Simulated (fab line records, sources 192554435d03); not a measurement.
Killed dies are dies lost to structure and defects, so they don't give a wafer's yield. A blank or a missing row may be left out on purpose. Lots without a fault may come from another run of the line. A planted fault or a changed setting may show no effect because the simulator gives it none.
Chamber matching | flow n5_finfet | N5_BEOL_M8_CURE_74 on uv_cure-01: 3 sister chambers
The step cures SiCOH lowk, time 240 s. 30 wafers are shown with their chamber, then 12 later ones without.

WAFERS WITH THEIR CHAMBER
wafer  | chamber | wafer_temp_C_max | lamp_power_pct (%)
L075.3 | 1       | 386.7            | 52.38
L075.4 | 1       | 386.4            | 52.21
L075.5 | 1       | 386.8            | 52.31
L078.4 | 1       | 386.6            | 52.37
L078.5 | 1       | 386.7            | 52.21
L078.6 | 1       | 387.0            | 52.31
L081.1 | 2       | 388.8            | 52.32
L081.2 | 2       | 388.0            | 52.29
L081.3 | 2       | 389.0            | 52.42
L081.4 | 2       | 388.5            | 52.34
L081.5 | 2       | 389.4            | 52.30
L081.6 | 2       | 388.1            | 52.26
L082.1 | 2       | 388.6            | 52.30
L082.4 | 2       | 388.4            | 52.32
L082.6 | 2       | 388.4            | 52.34
L084.2 | 0       | 386.4            | 52.21
L084.5 | 0       | 386.1            | 52.34
L084.6 | 0       | 386.3            | 52.28
L087.2 | 0       | 385.9            | 52.30
L087.3 | 0       | 386.2            | 52.39
L087.6 | 0       | 386.8            | 52.28
L089.1 | 0       | 385.8            | 52.20
L089.3 | 0       | 386.2            | 52.28
L089.4 | 0       | 386.5            | 52.29
L086.2 | 0       | 386.4            | 52.21
L086.4 | 0       | 386.2            | 52.31
L086.5 | 0       | 386.4            | 52.34
L090.1 | 0       | 386.2            | 52.29
L090.2 | 0       | 385.7            | 52.32
L090.6 | 0       | 387.0            | 52.35

SIGNATURES (means of the wafers above)
reading          | chamber 0 | chamber 1 | chamber 2 | scatter within a chamber
wafer_temp_C_max | 386.273   | 386.700   | 388.578   | 0.354
lamp_power_pct   | 52.2927   | 52.2983   | 52.3211   | 0.0561
Rule: a wafer's distance from a chamber is the root of the sum, over the readings, of the square of ((its reading less the chamber's mean) divided by the reading's scatter). The wafer belongs to the nearest chamber; if the next one is less than 2 further off, it can't be placed. The scatter: the root of (the sum of the squares of (reading less its chamber's mean) over the shown wafers, divided by (wafers less chambers)).

WAFERS WITHOUT THEIR CHAMBER
wafer  | wafer_temp_C_max | lamp_power_pct (%)
L092.2 | 386.4            | 52.33
L092.3 | 386.1            | 52.29
L092.6 | 386.2            | 52.23
L091.1 | 387.6            | 52.40
L091.2 | 387.7            | 52.32
L091.3 | 387.5            | 52.31
L093.1 | 386.7            | 52.30
L093.2 | 387.1            | 52.37
L093.6 | 386.6            | 52.38
L094.1 | 387.4            | 52.26
L094.2 | 387.5            | 52.32
L094.6 | 388.1            | 52.31

WHICH CHAMBER EACH WENT THROUGH
wafer  | from the rows above          | in truth
L092.2 | can't be placed: 0 or 1      | 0
L092.3 | can't be placed: 0 or 1      | 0
L092.6 | can't be placed: 0 or 1      | 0
L091.1 | can't be placed: 2 or 1 or 0 | 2
L091.2 | can't be placed: 2 or 1 or 0 | 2
L091.3 | can't be placed: 1 or 2 or 0 | 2
L093.1 | can't be placed: 1 or 0      | 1
L093.2 | can't be placed: 1 or 0      | 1
L093.6 | can't be placed: 1 or 0      | 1
L094.1 | can't be placed: 1 or 0 or 2 | 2
L094.2 | can't be placed: 1 or 2 or 0 | 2
L094.6 | 2                            | 2
Placed correctly: 1 of 12. Can't be placed from these rows: 11 (the true chamber is among the candidates in 11). Placed wrongly: 0.
